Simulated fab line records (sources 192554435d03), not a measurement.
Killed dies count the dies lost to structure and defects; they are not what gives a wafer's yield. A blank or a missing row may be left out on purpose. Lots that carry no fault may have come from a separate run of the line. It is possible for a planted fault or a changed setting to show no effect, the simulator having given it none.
Chamber matching ; flow n5-finfet ; ald-metal-02 running N5_BEOL_M2_ALD_84: 4 sister chambers
The step deposits TaN, pulse time 2 s, purge time 3 s, co reactant purge time 2 s. 16 wafers are shown with their chamber, then 8 later ones without.

## WAFERS WITH THEIR CHAMBER
wafer;chamber;heater-power-w (W)
L074.3;2;463
L074.5;2;454
L074.6;1;370
L078.3;3;421
L078.4;2;450
L078.6;3;422
L079.1;0;401
L079.4;2;441
L079.6;2;460
L085.4;1;371
L085.5;3;417
L085.6;2;440
L088.1;0;402
L088.2;3;425
L088.3;2;452
L090.2;0;404

SIGNATURES (averages over the wafers above)
reading;chamber 0;chamber 1;chamber 2;chamber 3;scatter within a chamber
heater-power-w;402.33;370.50;451.43;421.25;6.41
Rule: for a wafer and a chamber, the distance is found by dividing, reading by reading, the gap between the wafer's reading and the chamber's mean by the reading's scatter, squaring, summing and taking the root. The wafer belongs to the nearest chamber; if the next one is less than 2 further off, it can't be placed. How the scatter is found: for the shown wafers, subtract from each reading the mean of its chamber, square and add these, divide the total by (wafers less chambers), then take the root.

## WAFERS WITH NO CHAMBER GIVEN
wafer;heater-power-w (W)
L090.3;450
L090.5;422
L095.3;393
L095.5;408
L095.6;427
L096.2;429
L096.3;413
L096.5;420

## CHAMBER TAKEN BY EACH
wafer;from the rows above;in truth
L090.3;2;2
L090.5;3;3
L095.3;0;0
L095.5;can't be placed: 0 or 3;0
L095.6;3;3
L096.2;3;3
L096.3;can't be placed: 3 or 0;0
L096.5;3;3
Placed correctly: 6 of 8. Not placeable from these rows: 2 (in 2, the candidates include the true chamber). Placed wrongly: 0.
